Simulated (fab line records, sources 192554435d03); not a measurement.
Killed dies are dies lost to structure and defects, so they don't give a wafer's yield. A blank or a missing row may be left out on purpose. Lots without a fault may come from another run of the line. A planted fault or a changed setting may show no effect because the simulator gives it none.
fab line records | flow n5_finfet
record lots=9 wafers=27 last_day=19
route steps=1938 shown BEOL_M4@1111 TV_OPEN@1888 PASSIVATION@1915
lots that met no fault: from a run of the same line without faults
start_h: hours from the record's first day to the start of the lot's first wafer shown | wait_h: hours since the lot's step before | " the same as in the row above | L1.1+2: a row that stands for several wafers | - no value, or no start given | * or withheld: withheld | < > ~ a bound
route shown NAME@n: a module of which the file shows steps, and the number in the route of the first | usual: mean/standard deviation of fault-free wafers | same: alike in all rows | chamber/n: place in a boat | sites: the reading at each site | _std_site: their standard deviation | _edge_site: outer sites' mean less inner sites' | radius_mm: how far each site lies from the wafer's centre | mask NAME#n: copy n | behind: the tool/chamber that last shaped the wafer | hold: why the lot was held/for how many hours/how that ended | device: the transistor (n, p or np) that didn't switch | end of line: the same wafers' tests at the end of the route | a step without rows: its recipe alone | killed: dies lost to structure and defects at the first sort, not the wafer's yield | map: a wafer's dies, x killed, . not, _ none there
set.NAME: the setting as run; set.NAME@STEP: as run at that earlier step | model.NAME: the simulator's own value behind a step, which no gauge read
steps of the route over a sample of lots; a table a step, a row a wafer
services: from which hour (start_h, from the record's first day; less than 0 if before it) a tool's chamber was out of use, for how many hours, and why
## steps
# step N5_BEOL_M4_RC_MEAS_101
# usual DIBL_N=36.1/1.6 DIBL_P=35.8/2 IOFF_N=0.157/0.029 IOFF_P=0.21/0.034 ION_N=677/13 ION_P=465/8.1 SS_N=71.3/0.61 SS_P=73.2/0.65 VT_N=249/3.3 VT_P=-250/3.2
# columns lot.wafer tool chamber start_h wait_h DIBL_N[mV/V] DIBL_P[mV/V] IOFF_N[nA/um] IOFF_P[nA/um] ION_N[uA/um] ION_P[uA/um] SS_N[mV/dec] SS_P[mV/dec] VT_N[mV] VT_P[mV]
L543.1 prober-02 0 205.39 0.0 37.6 37.7 0.208 0.24 694 467 71.5 74.4 245 -250
L543.3 " 0 " " 35.0 34.2 0.148 0.19 678 468 71.5 73.2 247 -250
L543.5 " 0 " " 36.7 37.0 0.181 0.23 676 460 71.1 73.8 247 -248
L546.2 prober-01 0 217.49 0.2 33.4 31.8 0.111 0.16 658 455 70.3 72.7 254 -255
L546.4 " 0 " " 35.9 34.4 0.152 0.20 693 473 70.8 72.9 248 -249
L546.6 " 0 " " 33.6 31.7 0.112 0.16 679 467 70.9 72.5 253 -254
L547.1 prober-01 0 229.16 0.0 36.8 34.7 0.162 0.22 686 473 71.3 73.4 246 -247
L547.4 " 0 " " 36.6 35.0 0.168 0.23 684 465 71.1 73.3 245 -246
L547.6 " 0 " " 37.4 35.3 0.169 0.23 670 464 71.2 72.9 247 -248
L551.1 prober-01 0 244.86 0.0 35.7 34.9 0.159 0.24 678 474 70.0 72.7 251 -242
L551.4 " 0 " " 36.1 36.7 0.173 0.28 685 478 70.5 73.2 250 -245
L551.6 " 0 " " 36.9 36.5 0.179 0.27 678 478 71.5 73.3 248 -244
L555.2 prober-02 0 275.03 0.2 36.2 37.6 0.172 0.23 702 483 71.0 73.5 249 -249
L555.4 " 0 " " 37.6 39.2 0.200 0.27 708 481 72.1 74.2 245 -250
L555.5 " 0 " " 38.2 39.5 0.204 0.27 692 474 71.3 74.7 245 -249
L557.1 prober-02 0 291.82 0.0 33.8 33.2 0.129 0.17 678 465 70.3 72.9 249 -253
L557.2 " 0 " " 37.7 38.7 0.219 0.25 695 464 72.5 74.6 243 -246
L557.5 " 0 " " 32.5 32.0 0.116 0.15 671 461 70.9 72.7 254 -254
L561.2 prober-01 0 313.16 0.2 34.8 34.1 0.139 0.19 680 466 70.9 72.9 250 -251
L561.3 " 0 " " 35.3 34.8 0.144 0.19 671 457 70.9 72.8 251 -251
L561.5 " 0 " " 35.4 35.1 0.147 0.20 667 456 71.1 73.9 249 -253
L562.2 prober-01 0 315.69 0.2 36.5 35.9 0.157 0.23 671 466 71.4 72.8 248 -249
L562.4 " 0 " " 35.2 34.7 0.133 0.21 681 476 70.9 72.9 253 -249
L562.6 " 0 " " 34.0 34.3 0.127 0.20 683 477 71.1 72.5 251 -251
L564.1 prober-02 0 321.63 0.0 36.3 36.8 0.149 0.21 681 467 71.3 72.9 248 -253
L564.3 " 0 " " 34.6 35.0 0.125 0.17 665 463 71.1 73.0 251 -256
L564.4 " 0 " " 37.7 38.3 0.171 0.22 680 469 71.8 73.6 250 -250
# step N5_PASSIVATION_VIA_ETCH_13
# recipe chemistry=CHF3/O2 target=SiO2 target_depth_a=6600 CHF3_flow_sccm=50 O2_flow_sccm=5 Ar_flow_sccm=200 time_s=330 mask_material=PR pressure_mtorr=30 source_w=650 bias_w=170 ion_energy_ev=200 ends=cleared
# usual O2_flow_sccm=5.000/0.015 bias_w=170.1/0.53 drypump_motor_current_A=5.8/0.57 etch_rf_on_time_s=236/6.2 oes_product_au=0.70/0.072 rf_vpp_V=523/10 showerhead_plenum_p_Torr=2.38/0.072 throttle_valve_pct=18.93/0.19
# columns lot.wafer tool chamber start_h wait_h O2_flow_sccm bias_w drypump_motor_current_A etch_rf_on_time_s oes_product_au rf_hours_counter_h rf_vpp_V showerhead_plenum_p_Torr throttle_valve_pct
L543.1 rie_diel-04 3 316.44 0.0 4.992 169.6 5.6 230 0.68 162 516 2.31 19.03
L543.3 " 0 " " 4.990 169.5 6.0 234 0.78 73 532 2.35 18.82
L543.5 " 0 " " 5.006 170.6 6.0 240 0.77 - 533 2.35 18.83
L546.2 rie_diel-06 0 317.05 0.0 5.008 169.9 6.5 224 0.77 53 519 2.44 18.73
L546.4 " 3 " " 5.007 170.6 4.9 238 0.64 193 536 2.40 19.05
L546.6 " 1 " " 5.020 170.1 6.0 236 0.62 - 523 2.47 19.21
L547.1 rie_diel-02 1 329.74 0.0 5.014 171.9 6.4 233 0.65 205 533 2.47 18.60
L547.4 " 3 " " 4.991 170.1 6.8 235 0.70 137 531 2.32 19.30
L547.6 " 0 " " 4.996 169.8 5.4 238 0.74 - 531 2.41 18.67
L551.1 rie_diel-04 2 351.56 0.0 5.015 169.3 5.2 248 0.60 250 521 2.27 18.98
L551.4 " 1 " " 5.002 170.3 5.1 238 0.74 89 526 2.42 18.94
L551.6 " 0 " " 4.985 170.5 6.0 241 0.76 - 532 2.35 18.86
L555.2 rie_diel-02 2 386.47 0.0 5.002 169.7 6.5 250 0.67 134 506 2.33 18.85
L555.4 " 1 " " 5.021 170.0 6.4 234 0.64 223 531 2.46 18.62
L555.5 " 3 " " 4.996 170.3 6.8 239 0.68 - 531 2.32 19.32
L557.1 rie_diel-04 1 400.25 0.0 4.981 170.7 5.1 226 0.73 103 524 2.41 18.97
L557.2 " 3 " " 4.993 170.7 5.6 230 0.66 188 517 2.30 19.06
L557.5 " 0 " " 5.008 170.3 6.0 234 0.76 - 533 2.35 18.87
L561.2 rie_diel-06 2 417.70 0.0 4.980 170.4 5.7 234 0.65 207 502 2.28 19.05
L561.3 " 3 " " 5.020 169.7 4.9 238 0.62 227 534 2.39 19.11
L561.5 " 2 " " 4.998 169.6 5.7 235 0.65 - 502 2.28 19.04
L564.1 rie_diel-06 1 420.09 0.0 5.010 170.6 6.0 226 0.89 5 521 2.46 18.86
L564.3 " 2 " " 4.966 170.2 5.7 238 0.64 209 504 2.28 19.04
L564.4 " 3 " " 4.990 170.1 4.9 243 0.62 228 535 2.39 19.13
L562.2 rie_diel-06 1 437.34 0.0 4.998 170.5 6.0 226 0.88 10 522 2.46 18.89
L562.4 " 2 " " 4.982 169.5 5.7 240 0.64 214 502 2.27 19.05
L562.6 " 2 " " 4.994 169.9 5.6 238 0.64 - 503 2.27 19.05
# step N5_PASSIVATION_PECVD_53
# recipe material=SiO2 target_thk_a=8000 temp_c=400 precursor=TEOS/O2 pressure_torr=6.5 rf_w=withheld teos_flow_sccm=withheld gas=O2 flow_sccm=2650 time_s=169.4
# usual run_length_s=197.6/0.58
# columns lot.wafer tool chamber start_h wait_h run_length_s
L543.1 pecvd-03 0 322.67 0.0 197.5
L543.3 " 2 " " 198.2
L543.5 " 0 " " 197.2
L546.2 pecvd-03 1 322.98 0.0 197.0
L546.4 " 1 " " 197.0
L546.6 " 2 " " 198.1
L547.1 pecvd-02 0 332.75 0.0 197.8
L547.4 " 1 " " 198.1
L547.6 " 0 " " 198.4
L551.1 pecvd-03 0 353.96 0.0 206.9
L551.4 " 2 " " 198.0
L551.6 " 0 " " 197.1
L555.2 pecvd-03 2 390.33 0.0 207.6
L555.4 " 2 " " 198.1
L555.5 " 0 " " 207.4
L557.1 pecvd-02 2 403.05 0.0 197.8
L557.2 " 1 " " 198.1
L557.5 " 1 " " 198.2
L561.2 pecvd-01 0 420.34 0.0 196.9
L561.3 " 1 " " 196.1
L561.5 " 2 " " 197.6
L564.1 pecvd-01 1 426.58 0.0 196.3
L564.3 " 0 " " 197.6
L564.4 " 0 " " 196.6
L562.2 pecvd-02 0 440.54 0.0 197.9
L562.4 " 2 " " 197.2
L562.6 " 0 " " 198.0
# step N5_PASSIVATION_PECVD_35
# recipe material=SiNx target_thk_a=7000 temp_c=400 precursor=SiH4/NH3/N2 pressure_torr=4.9 rf_w=1406 time_s=151.3
# usual heater_power_outer_w=182/57 heater_power_w=364/71 run_length_s=195.7/0.62 showerhead_plenum_p_Torr=8.66/0.073 throttle_valve_pct=30.2/1.9
# columns lot.wafer tool chamber start_h wait_h heater_power_outer_w heater_power_w run_length_s showerhead_plenum_p_Torr throttle_valve_pct
L543.1 pecvd-03 0 322.79 0.1 213 385 195.8 8.69 33.2
L543.3 " 2 " " 124 323 196.3 8.73 27.6
L543.5 " 0 " " 257 441 195.7 8.71 33.0
L546.2 pecvd-03 1 323.09 0.1 176 351 194.9 8.68 32.2
L546.4 " 1 " " 79 223 194.9 8.64 32.1
L546.6 " 2 " " 54 225 196.6 8.72 27.6
L547.1 pecvd-02 0 332.86 0.1 145 316 196.0 8.73 31.2
L547.4 " 1 " " 241 449 196.2 8.61 31.9
L547.6 " 0 " " 171 343 196.2 8.73 31.0
L551.1 pecvd-03 0 354.07 0.1 310 508 195.2 8.71 32.9
L551.4 " 2 " " 130 333 196.4 8.71 27.8
L551.6 " 0 " " 186 345 195.1 8.70 33.1
L555.2 pecvd-03 2 390.44 0.1 85 275 196.1 8.72 27.7
L555.4 " 2 " " 117 316 196.7 8.73 27.7
L555.5 " 0 " " 308 506 195.3 8.71 33.0
L557.1 pecvd-02 2 403.16 0.1 238 426 195.3 8.57 28.7
L557.2 " 1 " " 198 389 196.1 8.61 31.6
L557.5 " 1 " " 225 444 196.3 8.59 31.4
L561.2 pecvd-01 0 420.45 0.1 73 248 195.2 8.72 28.6
L561.3 " 1 " " 136 302 194.0 8.65 27.2
L561.5 " 2 " " 94 226 196.0 8.74 26.6
L564.1 pecvd-01 1 426.69 0.1 167 350 194.6 8.62 27.5
L564.3 " 0 " " 124 311 195.2 8.74 28.8
L564.4 " 0 " " 151 336 194.7 8.79 28.4
L562.2 pecvd-02 0 440.65 0.1 203 394 195.7 8.72 31.3
L562.4 " 2 " " 189 370 195.3 8.53 28.8
L562.6 " 0 " " 104 254 196.9 8.73 31.0
# step N5_PASSIVATION_INSPECT_67
# recipe mode=adi inspect_instrument=macro
# usual raw_defect_count=2.1/1.4
# columns lot.wafer tool chamber start_h wait_h raw_defect_count
L543.1 defect_inspect-02 - 323.40 0.0 1
L543.3 " - " " 4
L543.5 " - " " 1
L546.2 defect_inspect-01 - 323.70 0.0 1
L546.4 " - " " 2
L546.6 " - " " 1
L547.1 defect_inspect-01 - 333.34 0.0 2
L547.4 " - " " 1
L547.6 " - " " 3
L551.1 defect_inspect-01 - 354.68 0.0 3
L551.4 " - " " 0
L551.6 " - " " 5
L555.2 defect_inspect-01 - 390.93 0.0 4
L555.4 " - " " 2
L555.5 " - " " 2
L557.1 defect_inspect-01 - 403.77 0.0 1
L557.2 " - " " 0
L557.5 " - " " 4
L561.2 defect_inspect-02 - 421.07 0.0 2
L561.3 " - " " 2
L561.5 " - " " 5
L564.1 defect_inspect-02 - 427.17 0.0 3
L564.3 " - " " 4
L564.4 " - " " 2
L562.2 defect_inspect-01 - 441.13 0.0 1
L562.4 " - " " 1
L562.6 " - " " 1
# step N5_PASSIVATION_PROBE_49
# usual defect_limited_yield=91.0/1.4 killed_at_M0_to_M3=33/11 killed_at_M4_up=14/5 killed_at_contacts=11/7.3 killed_at_front_end=43/12 killed_at_other=4/3.1 killed_dies=106/17 killed_open=69/13 killed_short=34/8.7 sort_bin_5_function=5.2/0.96 sort_bin_6_memory=3.3/0.66 sort_n_pass=1074/17 sort_yield_pct=91.0/1.4
# same gross_dies=1180 killed_at_back_side=0 sort_bin_4_leakage[%]=0 sort_bin_8_speed[%]=0
# columns lot.wafer tool chamber start_h wait_h defect_limited_yield[%] killed_at_M0_to_M3 killed_at_M4_up killed_at_contacts killed_at_front_end killed_at_other killed_dies killed_open killed_short sort_bin_5_function[%] sort_bin_6_memory[%] sort_n_pass sort_yield_pct[%]
L543.1 prober-01 - 326.47 0.0 90.4 27 14 8 63 1 113 82 26 6.3 2.6 1067 90.4
L543.3 prober-01 - 326.57 0.1 91.6 27 11 6 55 0 99 72 26 5.8 2.5 1081 91.6
L543.5 prober-01 - 326.67 0.2 89.6 31 17 11 61 3 123 78 44 6.3 3.6 1057 89.6
L551.1 prober-01 - 357.76 0.0 85.6 36 13 9 59 53 170 73 38 10.5 2.8 1010 85.6
L551.4 prober-01 - 357.91 0.2 91.4 31 13 7 45 6 102 60 42 4.7 3.6 1078 91.4
L551.6 prober-01 - 358.01 0.3 89.0 54 11 5 56 4 130 84 44 6.6 4.1 1050 89.0
L555.2 prober-01 - 394.34 0.1 85.8 27 11 9 63 58 168 67 48 9.7 3.9 1012 85.8
L555.4 prober-01 - 394.44 0.2 90.7 41 10 5 52 2 110 74 36 4.9 3.2 1070 90.7
L555.5 prober-01 - 394.49 0.2 85.4 26 20 6 67 53 172 79 40 10.0 4.2 1008 85.4
L557.1 prober-02 - 407.13 0.0 90.7 35 10 26 37 2 110 80 28 5.1 4.1 1070 90.7
L557.2 prober-02 - 407.18 0.1 88.3 27 16 31 60 4 138 102 30 6.3 4.7 1042 88.3
L557.5 prober-02 - 407.33 0.2 88.5 25 19 51 36 5 136 104 26 7.5 3.5 1044 88.5
L561.2 prober-01 - 424.99 0.1 92.1 28 10 10 43 2 93 64 26 4.5 3.1 1087 92.1
L561.3 prober-01 - 425.04 0.1 93.7 17 7 10 39 1 74 47 23 3.4 2.5 1106 93.7
L561.5 prober-01 - 425.14 0.2 92.4 24 12 20 32 2 90 61 28 4.6 3.0 1090 92.4
L564.1 prober-02 - 430.29 0.0 92.5 27 17 8 33 3 88 61 24 4.2 2.9 1092 92.5
L564.3 prober-02 - 430.39 0.1 90.6 48 21 1 40 1 111 60 43 4.4 3.6 1069 90.6
L564.4 prober-02 - 430.44 0.2 91.6 18 17 13 42 9 99 60 38 4.2 3.9 1081 91.6
L562.2 prober-01 - 444.63 0.1 92.9 35 11 4 31 3 84 51 32 3.8 2.9 1096 92.9
L562.4 prober-01 - 444.73 0.2 92.4 43 14 4 26 3 90 56 33 4.8 2.1 1090 92.4
L562.6 prober-01 - 444.83 0.3 89.8 43 17 15 36 9 120 82 38 5.1 4.9 1060 89.8
# killed by level:class
L543.1 STI_FIN_REVEAL:geometric_particle:open=30 BEOL_M3:geometric_particle:open=10 FIN_SAQP:geometric_particle:open=9 FIN_SAQP:geometric_particle:short=7 MOL_CONTACT_COAG:geometric_particle:open=5 BEOL_M2:geometric_particle:open=4 BEOL_M5:geometric_particle:open=4 BEOL_M4:geometric_particle:open=4
L543.3 STI_FIN_REVEAL:geometric_particle:open=23 FIN_SAQP:geometric_particle:open=11 BEOL_M0_SAQP:geometric_particle:open=6 MOL_CONTACT_COAG:geometric_particle:open=5 BEOL_M0_SAQP:geometric_particle:short=5 BEOL_M1:geometric_particle:short=5 BEOL_M1:geometric_particle:open=4 BEOL_M4:geometric_particle:open=4
L543.5 STI_FIN_REVEAL:geometric_particle:open=18 BEOL_M1:geometric_particle:open=11 STI_FIN_REVEAL:geometric_particle:short=10 MOL_CONTACT_COAG:geometric_particle:open=9 FIN_SAQP:geometric_particle:short=8 FIN_SAQP:geometric_particle:open=8 BEOL_M4:geometric_particle:open=8 GATE_CUT:geometric_particle:short=7
L551.1 PASSIVATION:area_pecvd=50 STI_FIN_REVEAL:geometric_particle:open=16 BEOL_M0_SAQP:geometric_particle:short=11 DUMMY_GATE:geometric_particle:open=10 HKMG_FIN:area_etch=9 BEOL_M1:geometric_particle:open=8 MOL_CONTACT_COAG:geometric_particle:open=6 BEOL_M2:geometric_particle:open=6
L551.4 FIN_SAQP:geometric_particle:open=10 FIN_SAQP:geometric_particle:short=9 STI_FIN_REVEAL:geometric_particle:open=9 BEOL_M0_SAQP:geometric_particle:short=7 BEOL_M2:geometric_particle:open=6 BEOL_M0_SAQP:geometric_particle:open=5 MOL_CONTACT_COAG:geometric_particle:open=4 GATE_CUT:geometric_particle:short=4
L551.6 BEOL_M0_SAQP:geometric_particle:open=18 BEOL_M0_SAQP:geometric_particle:short=16 FIN_SAQP:geometric_particle:open=13 DUMMY_GATE:geometric_particle:open=10 FIN_SAQP:geometric_particle:short=9 STI_FIN_REVEAL:geometric_particle:open=6 BEOL_M1:geometric_particle:open=6 BEOL_M0:geometric_particle:open=5
L555.2 PASSIVATION:area_pecvd=53 FIN_SAQP:geometric_particle:short=16 STI_FIN_REVEAL:geometric_particle:open=12 GATE_CUT:geometric_particle:short=10 MOL_CONTACT_COAG:geometric_particle:open=9 BEOL_M0_SAQP:geometric_particle:open=9 DUMMY_GATE:geometric_particle:open=7 BEOL_M2:geometric_particle:open=6
L555.4 FIN_SAQP:geometric_particle:open=19 BEOL_M0_SAQP:geometric_particle:open=15 BEOL_M0_SAQP:geometric_particle:short=12 FIN_SAQP:geometric_particle:short=9 BEOL_M3:geometric_particle:open=7 BEOL_M4:geometric_particle:open=6 MOL_CONTACT_COAG:geometric_particle:open=5 STI_FIN_REVEAL:geometric_particle:open=4
L555.5 PASSIVATION:area_pecvd=47 STI_FIN_REVEAL:geometric_particle:open=20 BEOL_M0_SAQP:geometric_particle:open=9 FIN_SAQP:geometric_particle:open=8 BEOL_M0_SAQP:geometric_particle:short=8 BEOL_M4:geometric_particle:open=8 FIN_SAQP:geometric_particle:short=7 DUMMY_GATE:geometric_particle:open=7
L557.1 MOL_CONTACT_COAG:geometric_particle:open=20 STI_FIN_REVEAL:geometric_particle:open=16 BEOL_M1:geometric_particle:open=10 BEOL_M0_SAQP:geometric_particle:open=9 FIN_SAQP:geometric_particle:open=6 MOL_CONTACT_COAG:geometric_particle:short=6 STI_FIN_REVEAL:geometric_particle:short=5 BEOL_M2:geometric_particle:short=5
L557.2 MOL_CONTACT_COAG:geometric_particle:open=26 STI_FIN_REVEAL:geometric_particle:open=24 BEOL_M0_SAQP:geometric_particle:open=7 FIN_SAQP:geometric_particle:open=6 BEOL_M0_SAQP:geometric_particle:short=6 HKMG_FIN:area_etch=6 FIN_SAQP:geometric_particle:short=5 STI_FIN_REVEAL:geometric_particle:short=5
L557.5 MOL_CONTACT_COAG:geometric_particle:open=44 BEOL_M4:geometric_particle:open=12 FIN_SAQP:geometric_particle:open=9 STI_FIN_REVEAL:geometric_particle:open=8 MOL_CONTACT_COAG:geometric_particle:short=7 BEOL_M0_SAQP:geometric_particle:short=5 BEOL_M1:geometric_particle:open=5 HKMG_FIN:area_etch=5
L561.2 FIN_SAQP:geometric_particle:open=10 MOL_CONTACT_COAG:geometric_particle:open=8 BEOL_M0_SAQP:geometric_particle:open=8 FIN_SAQP:geometric_particle:short=7 STI_FIN_REVEAL:geometric_particle:open=7 BEOL_M0:geometric_particle:open=6 BEOL_M0_SAQP:geometric_particle:short=6 DUMMY_GATE:geometric_particle:open=4
L561.3 FIN_SAQP:geometric_particle:short=13 FIN_SAQP:geometric_particle:open=10 MOL_CONTACT_COAG:geometric_particle:open=10 BEOL_M2:geometric_particle:open=8 DUMMY_GATE:geometric_particle:open=5 BEOL_M0_SAQP:geometric_particle:open=3 STI_FIN_REVEAL:geometric_particle:open=2 DUMMY_GATE:geometric_particle:short=2
L561.5 MOL_CONTACT_COAG:geometric_particle:open=18 BEOL_M3:geometric_particle:open=11 STI_FIN_REVEAL:geometric_particle:open=7 STI_FIN_REVEAL:geometric_particle:short=6 BEOL_M0_SAQP:geometric_particle:short=4 BEOL_M5:geometric_particle:open=4 FIN_SAQP:geometric_particle:open=3 FIN_SAQP:geometric_particle:short=3
L564.1 BEOL_M4:geometric_particle:open=9 BEOL_M2:geometric_particle:open=8 STI_FIN_REVEAL:geometric_particle:open=6 DUMMY_GATE:geometric_particle:open=6 BEOL_M3:geometric_particle:open=6 MOL_CONTACT_COAG:geometric_particle:open=6 FIN_SAQP:geometric_particle:short=4 FIN_SAQP:geometric_particle:open=3
L564.3 BEOL_M0_SAQP:geometric_particle:short=17 BEOL_M2:geometric_particle:open=14 DUMMY_GATE:geometric_particle:open=10 FIN_SAQP:geometric_particle:short=8 BEOL_M4:geometric_particle:open=8 BEOL_M0_SAQP:geometric_particle:open=7 FIN_SAQP:geometric_particle:open=5 HKMG_FIN:area_etch=5
L564.4 FIN_SAQP:geometric_particle:short=13 MOL_CONTACT_COAG:geometric_particle:open=11 BEOL_M4:geometric_particle:open=9 STI_FIN_REVEAL:geometric_particle:open=8 GATE_CUT:geometric_particle:short=6 STARTING-WAFER:geometric_particle:open=4 BEOL_M3:geometric_particle:open=4 BEOL_M4:geometric_particle:short=4
L562.2 BEOL_M1:geometric_particle:open=12 BEOL_M0_SAQP:geometric_particle:short=11 STI_FIN_REVEAL:geometric_particle:open=7 BEOL_M0_SAQP:geometric_particle:open=5 STARTING-WAFER:geometric_particle:short=4 FIN_SAQP:geometric_particle:short=3 FIN_SAQP:geometric_particle:open=3 MOL_CONTACT_COAG:geometric_particle:short=3
L562.4 BEOL_M0_SAQP:geometric_particle:short=9 BEOL_M0_SAQP:geometric_particle:open=8 BEOL_M1:geometric_particle:open=7 BEOL_M4:geometric_particle:open=7 BEOL_M2:geometric_particle:open=6 STI_FIN_REVEAL:geometric_particle:open=4 BEOL_M3:geometric_particle:open=4 FIN_SAQP:geometric_particle:short=3
L562.6 MOL_CONTACT_COAG:geometric_particle:open=13 BEOL_M0_SAQP:geometric_particle:open=13 BEOL_M0_SAQP:geometric_particle:short=11 BEOL_M4:geometric_particle:open=9 STI_FIN_REVEAL:geometric_particle:open=8 FIN_SAQP:geometric_particle:open=7 GATE_CUT:geometric_particle:short=7 BEOL_M1:geometric_particle:open=7
## services
# columns tool chamber start_h hours kind
pecvd-01 1 292.97 3.6 repair
rie_diel-06 3 296.14 2.1 repair
pecvd-01 - 297.04 28.1 pm
pecvd-03 - 331.36 0.6 repair
rie_diel-02 2 333.65 4.7 repair
pecvd-03 2 335.42 2.1 scheduled_down
pecvd-01 1 343.82 5.5 scheduled_down
rie_diel-04 2 352.44 - clean
rie_diel-04 2 352.44 - consumable_replace:focus_ring
rie_diel-04 2 352.44 - consumable_replace:showerhead
rie_diel-04 2 352.44 16.8 scheduled_down
rie_diel-04 2 352.44 16.8 vent_cycle
pecvd-03 1 354.73 2.1 scheduled_down
rie_diel-06 1 373.44 - clean
rie_diel-06 1 373.44 - consumable_replace:focus_ring
rie_diel-06 1 373.44 28.9 scheduled_down
rie_diel-06 1 373.44 28.9 vent_cycle
pecvd-02 - 376.57 1.0 repair
pecvd-01 - 377.41 1.3 repair
pecvd-01 0 394.90 - calibration
rie_diel-02 0 410.64 6.7 repair
rie_diel-02 3 411.52 9.5 repair
## key
first_sign step=N5_PASSIVATION_PECVD_53 reading=run_length_s direction=up sigmas=17 usual=* struck=*
effect step=N5_PASSIVATION_PROBE_49 reading=killed_at_other direction=up sigmas=16 usual=4 struck=55
more_kills_born_at N5_PASSIVATION_PECVD_53@pecvd-03=150
met_at N5_PASSIVATION_PECVD_53
struck_lots L551,L555
struck_wafers L551.1,L555.2,L555.5
not_acting_at N5_PASSIVATION_VIA_ETCH_13,N5_PASSIVATION_PECVD_35,N5_PASSIVATION_INSPECT_67
onset_between 322.98 353.96
fault kind=process_parameter_drift tool=pecvd-03 chamber=- onset_h=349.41 steps=N5_PASSIVATION_PECVD_53 channel=time_s offset=* shape=step end_h=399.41 scope=struck_wafers_only acts_in=* stated=*
